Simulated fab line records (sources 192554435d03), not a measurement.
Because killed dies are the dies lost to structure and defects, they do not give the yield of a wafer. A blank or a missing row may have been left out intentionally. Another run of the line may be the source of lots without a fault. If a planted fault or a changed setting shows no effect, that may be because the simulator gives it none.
A single fault, viewed from 3 desks    flow n5 finfet    only its own numbers are on each desk; what lay behind them is given at the end

THE DEFECT DESK
What the inspections along the route counted, lot by lot: means of the sampled wafers that have a number. A lot is out of limits, marked OUT, if its mean lies more than 4 standard deviations from the usual mean; the brackets give that distance.
Columns: A = raw defect count at N5_BEOL_M11_INSPECT_58, usual 66; B = raw defect count at N5_BEOL_M12_INSPECT_12, usual 2.1
lot   first seen here  A    B
L548  day 12 10:36     44   0.7
L551  day 13 03:35     60   1.3
L553  day 13 16:01     81   2.0
L555  day 14 12:34     72   1.7
L557  day 14 23:49     55   1.3
L556  day 15 00:16     73   2.7
L560  day 15 18:57     103  2.7
L562  day 16 04:02     32   3.0
L563  day 16 08:11     100  1.5
L565  day 16 19:10     62   1.5
L569  day 17 01:58     67   1.3
Result from this desk: across the 11 lots, nothing is out of limits.

AT THE METROLOGY DESK
Means of the sampled wafers that have a number, per lot and without regard to the tool the lot ran on: this is what the gauges read. A lot is out of limits, marked OUT, if its mean lies more than 4 standard deviations from the usual mean; the brackets give that distance.
Columns: A = cd nm at N5_BEOL_M11_CD_MEAS_35, usual 69.8 nm; B = M12_ILD_THK at N5_BEOL_M12_THK_MEAS_01, usual 658 nm
lot   first seen here  A     B
L548  day 12 04:43     68.9  656
L551  day 13 00:26     70.5  652
L553  day 13 13:38     70.1  667
L555  day 14 09:19     69.7  662
L557  day 14 20:36     70.2  678
L556  day 14 21:08     69.1  655
L560  day 15 15:52     69.4  658
L562  day 16 01:09     69.9  654
L563  day 16 05:15     68.9  814 (+17) OUT
L565  day 16 14:58     71.2  818 (+17) OUT
L569  day 16 22:08     69.5  656
Per this desk, out of limits: L563, L565; the first was L563, day 16 08:21 (M12_ILD_THK at N5_BEOL_M12_THK_MEAS_01). L548, L551, L553, L555, L557, L556, L560, L562, L569 stayed within limits.

THE TOOL OWNER'S DESK: pecvd-02
The tool's own readings at N5_BEOL_M12_ILD_DEP_00 (deposits SiOC from DEMS/O2, target thk 658.92 nm, time 130.7 s): means of the sampled wafers that have a number, for each lot that ran on this tool. A lot is out of limits, marked OUT, if its mean lies more than 4 standard deviations from the usual mean; the brackets give that distance.
Columns: A = heater power w at N5_BEOL_M12_ILD_DEP_00, usual 505 W; B = showerhead plenum p Torr at N5_BEOL_M12_ILD_DEP_00, usual 5.688 Torr; C = showerhead vpp V at N5_BEOL_M12_ILD_DEP_00, usual 1371 V; D = throttle valve pct at N5_BEOL_M12_ILD_DEP_00, usual 11.9 %
lot   first seen here  A    B      C     D
L555  day 14 12:37     440  5.686  1395  11.7
L557  day 14 23:53     508  5.691  1359  11.7
L556  day 15 00:19     408  5.687  1347  11.7
L563  day 16 08:16     425  5.686  1392  11.6
L565  day 16 19:15     409  5.687  1372  11.5
Result from this desk: across the 5 lots, nothing is out of limits.

PUT TOGETHER
L563, L565 would have let the metrology desk raise an alarm at day 16 08:21.
No out-of-limits result turned up at the defect desk.
The tool owner's desk saw nothing out of limits.
The defect desk has L563, L565 on record, within its limits.
The tool owner's desk has L563, L565 on record, within its limits.
The lots listed all ran N5_BEOL_M12_ILD_DEP_00 on pecvd-02.

WHAT THE SIMULATOR HAD PUT IN
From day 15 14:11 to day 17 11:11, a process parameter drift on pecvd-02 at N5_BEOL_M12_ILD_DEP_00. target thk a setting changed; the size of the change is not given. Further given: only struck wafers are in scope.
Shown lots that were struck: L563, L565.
Delay in hours, fault start to first out-of-limits reading, per desk: metrology desk 18.
